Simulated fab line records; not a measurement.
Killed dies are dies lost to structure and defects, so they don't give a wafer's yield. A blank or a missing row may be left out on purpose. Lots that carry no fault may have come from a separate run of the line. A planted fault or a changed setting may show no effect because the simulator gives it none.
A struck lot beside a sound one | flow n5-finfet | 29 out of 1938 route steps
Sound: the wafers L320.1, L320.2, L320.5. Struck: wafers L327.2, L327.5, L327.6. The cause is given at the end.
Per side, at each step with rows, come the tool, then ch with its chambers, and then its first start. Under that, the readings that differ: sound wafers | struck wafers | difference of the means | sigmas: that difference in standard deviations of wafers without a fault.
alike: readings with means less than 2 such deviations apart, plus words and numbers identical on both sides. not compared: withheld readings, readings lacking a value on some wafer, bounds such as >300 that could conceal the same value, and numbers that have no deviation in the record and whose values overlap.
Wherever a step has rows on one side only, a row that says differs or no value, or a row with sigmas, the two part there. When numbers do not overlap yet have no deviation, they are printed without sigmas and do not part them. Lack of a reading on every wafer of one side parts them only where that side has two or more wafers.

first, 2 steps without rows for these wafers: N5_BEOL_M3_ECD_50 (material Cu, target thk 300 nm); N5_BEOL_M3_ANNEAL_51 (time 90 s).
N5_BEOL_M3_CMP_52: polishes, stops on SiOC, t overpolish 6.8 s, target thk 40 nm.
  sound on cmp-02 ch 0,3, day 7 17:56; struck on cmp-04 ch 1,2, day 9 19:54
  alike: barrier-field-endpoint-s, motor-current-A, overpolish-run-s, time-to-endpoint-s
N5_BEOL_M3_THK_MEAS_53: measures by xrf.
  struck on film-metro-01, day 9 20:11; sound on film-metro-02, day 7 18:14
  alike: M3_THK
N5_BEOL_M3_PRE_CLEAN_60: time 15 s.
  sound on cvd-co-01 ch 0,2, day 7 18:16; struck on cvd-co-02 ch 0,1,2, day 9 20:14
  alike: heater-power-w
then, 2 steps without rows for these wafers: N5_BEOL_M3_CO_CAP_55 (material Co, precursor CCTBA/H2, target thk 2 nm, time 102.1 s); N5_BEOL_M3_PRE_CLEAN_56 (time 15 s).
N5_BEOL_M3_DEP_57: deposits SiCN from 3MS/NH3, target thk 8 nm, time 14 s.
  sound on pecvd-02 ch 1,2, day 7 18:25; struck on pecvd-03 ch 1,2, day 9 20:23
  alike: showerhead-plenum-p-Torr, throttle-valve-pct
N5_BEOL_M3_RS_MEAS_58: measurement is done with a four-point probe.
  struck on film-metro-01, day 9 20:27; sound on film-metro-02, day 7 18:29
  alike: M3_RS
N5_BEOL_M3_INSPECT_59: inspects for defects (darkfield).
  struck on defect-inspect-02, day 9 20:29; sound on defect-inspect-01, day 7 18:31
  alike: raw-defect-count
N5_BEOL_M4_ILD_DEP_00: deposits SiOC from DEMS/O2, target thk 79 nm, time 15.3 s.
  sound on pecvd-02 ch 1,2, day 7 18:33; struck on pecvd-02 ch 0,1, day 9 20:31
  alike: heater-power-w, showerhead-plenum-p-Torr, throttle-valve-pct
N5_BEOL_M4_THK_MEAS_01:
  struck on film-metro-02, day 9 20:35; sound on film-metro-02, day 7 18:37
  alike: M4_ILD_THK
N5_BEOL_M4_PECVD_72: deposits SiO2 from TEOS/O2, target thk 16 nm, time 18 s.
  sound on pecvd-02 ch 0,1, day 7 18:39; struck on pecvd-01 ch 0,2, day 9 20:37
  reading                | sound          | struck         | difference | sigmas
  throttle-valve-pct (%) | 24.5 23.4 24.7 | 21.2 21.5 21.2 | -2.9       | -2
  alike: heater-power-w, showerhead-plenum-p-Torr
then, 10 steps without rows for these wafers: N5_BEOL_M4_HM_DEP_02 (deposits TiN, target thk 20 nm); N5_BEOL_M4_COAT_61 (time 60 s, resist thk 60 nm); N5_BEOL_M4_COAT_62 (time 60 s, resist thk 12 nm); N5_BEOL_M4_COAT_73 (time 60 s, resist thk 5 nm); N5_BEOL_M4_COAT_05 (resist thk 30 nm); N5_BEOL_M4_EBR_07; N5_BEOL_M4_SOFTBAKE_06 (time 60 s); N5_BEOL_M4_EXPOSE_08 (exposes mask M4); N5_BEOL_M4_PEB_09 (peb time 60 s); N5_BEOL_M4_DEVELOP_10 (develop time 30 s).
N5_BEOL_M4_CD_MEAS_11: the cd target is 16.79 nm.
  sound on cd-sem-03 ch 0, day 7 21:13; struck on cd-sem-01 ch 0, day 9 21:06
  alike: cd-nm
N5_BEOL_M4_OVL_MEAS_12:
  sound on overlay-01 ch 0, day 7 21:14; struck on overlay-02 ch 0, day 9 21:08
  alike: M4_OVL
N5_BEOL_M4_INSPECT_13: inspects for defects (brightfield).
  struck on defect-inspect-01, day 9 21:11; sound on defect-inspect-01, day 7 21:18
  reading          | sound       | struck       | difference | sigmas
  raw-defect-count | 413 438 365 | 1013 926 787 | +503       | +5
N5_BEOL_M4_DESCUM_16: chemistry O2, time 7 s.
  sound on rie-diel-01 ch 1,3, day 7 21:43; struck on rie-diel-03 ch 1,2,3, day 9 21:22
  alike: drypump-motor-current-A, oes-product-au, rf-vpp-V, showerhead-plenum-p-Torr, throttle-valve-pct
  not compared: rf-hours-counter-h
N5_BEOL_M4_RC_MEAS_101:
  sound on prober-01 ch 0, day 8 07:46; struck on prober-01 ch 0, day 10 03:36
  alike: DIBL_N, DIBL_P, IOFF_N, IOFF_P, ION_N, ION_P, SS_N, SS_P, VT_N, VT_P
-- a jump in the record: the struck wafers' starts before and after are 4 days apart (it breaks off in module BEOL_M4 and resumes in module PASSIVATION, where the first step shown is number 1936 of the route) --
N5_PASSIVATION_PROBE_49:
  rows exist in the record for the struck wafers here (prober-01, day 14 04:00), but not for the sound ones

## WHERE THEY PART
Earliest at N5_BEOL_M4_PECVD_72; latest, in this record, at N5_PASSIVATION_PROBE_49.

WHY: what had been put in by the simulator
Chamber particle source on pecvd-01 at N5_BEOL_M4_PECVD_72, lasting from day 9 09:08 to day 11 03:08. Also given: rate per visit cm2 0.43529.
